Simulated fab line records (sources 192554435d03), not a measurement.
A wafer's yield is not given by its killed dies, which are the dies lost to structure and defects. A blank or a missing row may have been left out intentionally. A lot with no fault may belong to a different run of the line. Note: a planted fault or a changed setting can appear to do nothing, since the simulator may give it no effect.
Split-lot study + flow n5 finfet + 39 wafers read across 7 lots, on a route 1938 steps long

ON THE SPLIT
At N5_ZERO_LAYER_PECVD_02 (deposits SiO2 from SiH4/N2O, target thk 10 nm, time 6 s), the setting time s was moved away from the recipe's 6 s on 18 of the 39 wafers read, by -58.7% to +57.6%. The other wafers ran this setting at the recipe's value.

The reading comes from the split's own step.

THE READING
SiO2_of_ZERO_LAYER_PECVD_02.thk nm (the simulator's own value, which no gauge read), in nm, at N5_ZERO_LAYER_PECVD_02 (deposits SiO2 from SiH4/N2O, target thk 10 nm, time 6 s). The file does not state a usual value for it. Here, 21 wafers ran the recipe; their average is 9.962 nm with a standard deviation of 0.21 nm.

| wafer  | tool, chamber at the split | time s as run, s | against the recipe | SiO2_of_ZERO_LAYER_PECVD_02.thk nm, nm | against lot-mates on the recipe |
|--------|----------------------------|------------------|--------------------|----------------------------------------|---------------------------------|
| L075.1 | pecvd-01, 2                | 2.475            | -58.7%             | 4.025                                  | -6.066                          |
| L075.2 | pecvd-01, 1                | 6                | recipe             | 9.873                                  | -                               |
| L075.3 | pecvd-01, 0                | 2.475            | -58.7%             | 4.141                                  | -5.950                          |
| L075.4 | pecvd-01, 0                | 6                | recipe             | 10.22                                  | -                               |
| L075.5 | pecvd-01, 1                | 6                | recipe             | 10.18                                  | -                               |
| L075.6 | pecvd-01, 2                | 2.475            | -58.7%             | 4.244                                  | -5.847                          |
| L079.1 | pecvd-02, 1                | 6                | recipe             | 9.963                                  | -                               |
| L079.3 | pecvd-02, 1                | 6                | recipe             | 10.06                                  | -                               |
| L079.6 | pecvd-02, 1                | 6                | recipe             | 9.967                                  | -                               |
| L080.1 | pecvd-04, 0                | 6                | recipe             | 10.05                                  | -                               |
| L080.2 | pecvd-04, 1                | 9.455            | +57.6%             | 15.68                                  | +5.580                          |
| L080.3 | pecvd-04, 0                | 9.455            | +57.6%             | 15.85                                  | +5.750                          |
| L080.4 | pecvd-04, 1                | 9.455            | +57.6%             | 16.06                                  | +5.960                          |
| L080.5 | pecvd-04, 1                | 6                | recipe             | 10.11                                  | -                               |
| L080.6 | pecvd-04, 0                | 6                | recipe             | 10.14                                  | -                               |
| L083.1 | pecvd-04, 0                | 6                | recipe             | 10.03                                  | -                               |
| L083.2 | pecvd-04, 1                | 4.466            | -25.6%             | 7.489                                  | -2.684                          |
| L083.3 | pecvd-04, 2                | 4.466            | -25.6%             | 7.555                                  | -2.618                          |
| L083.4 | pecvd-04, 0                | 6                | recipe             | 10.16                                  | -                               |
| L083.5 | pecvd-04, 2                | 4.466            | -25.6%             | 7.825                                  | -2.348                          |
| L083.6 | pecvd-04, 1                | 6                | recipe             | 10.33                                  | -                               |
| L084.1 | pecvd-01, 2                | 6                | recipe             | 9.518                                  | -                               |
| L084.2 | pecvd-01, 0                | 6                | recipe             | 9.524                                  | -                               |
| L084.3 | pecvd-01, 1                | 4.31             | -28.2%             | 7.129                                  | -2.555                          |
| L084.4 | pecvd-01, 0                | 6                | recipe             | 10.01                                  | -                               |
| L084.5 | pecvd-01, 1                | 4.31             | -28.2%             | 7.26                                   | -2.424                          |
| L084.6 | pecvd-01, 2                | 4.31             | -28.2%             | 6.904                                  | -2.780                          |
| L092.1 | pecvd-02, 1                | 8.678            | +44.6%             | 14.16                                  | +4.385                          |
| L092.2 | pecvd-02, 2                | 6                | recipe             | 9.651                                  | -                               |
| L092.3 | pecvd-02, 0                | 8.678            | +44.6%             | 14.05                                  | +4.275                          |
| L092.4 | pecvd-02, 1                | 6                | recipe             | 9.921                                  | -                               |
| L092.5 | pecvd-02, 0                | 8.678            | +44.6%             | 14.25                                  | +4.475                          |
| L092.6 | pecvd-02, 2                | 6                | recipe             | 9.754                                  | -                               |
| L093.1 | pecvd-02, 0                | 3.865            | -35.6%             | 6.353                                  | -3.560                          |
| L093.2 | pecvd-02, 2                | 6                | recipe             | 9.829                                  | -                               |
| L093.3 | pecvd-02, 1                | 6                | recipe             | 9.871                                  | -                               |
| L093.4 | pecvd-02, 2                | 6                | recipe             | 10.04                                  | -                               |
| L093.5 | pecvd-02, 1                | 3.865            | -35.6%             | 6.678                                  | -3.235                          |
| L093.6 | pecvd-02, 0                | 3.865            | -35.6%             | 6.424                                  | -3.489                          |

FIT RESULTS
A straight line over all 39 wafers: SiO2_of_ZERO_LAYER_PECVD_02.thk nm changes by +0.0988 nm for each +1% of time s; r = +1.00; the points scatter about the line by 0.21 nm.
The same after taking each lot's own level away (the mean of its wafers on the recipe; 39 wafers): +0.0992 nm for each +1%; r = +1.00; scatter 0.15 nm.
On that fit, the largest move of time s shifts the reading by 5.8 nm.
Measured against the standard deviation above, the lots' own levels, which go from 9.6840 to 10.1733 nm, span 2.3 times it.
So the lot-to-lot level changes the slope little: the two slopes agree.
Check: -5.78 nm against its lot-mates is what the line predicts for one of the wafers moved furthest among these (-58.7%) when that wafer is left out of the fit. It came out at -6.07 nm against them.

THE FILE'S OWN FIT
SiO2_of_ZERO_LAYER_PECVD_02.thk nm changes by +0.0991 nm for each +1% of time s, r = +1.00.
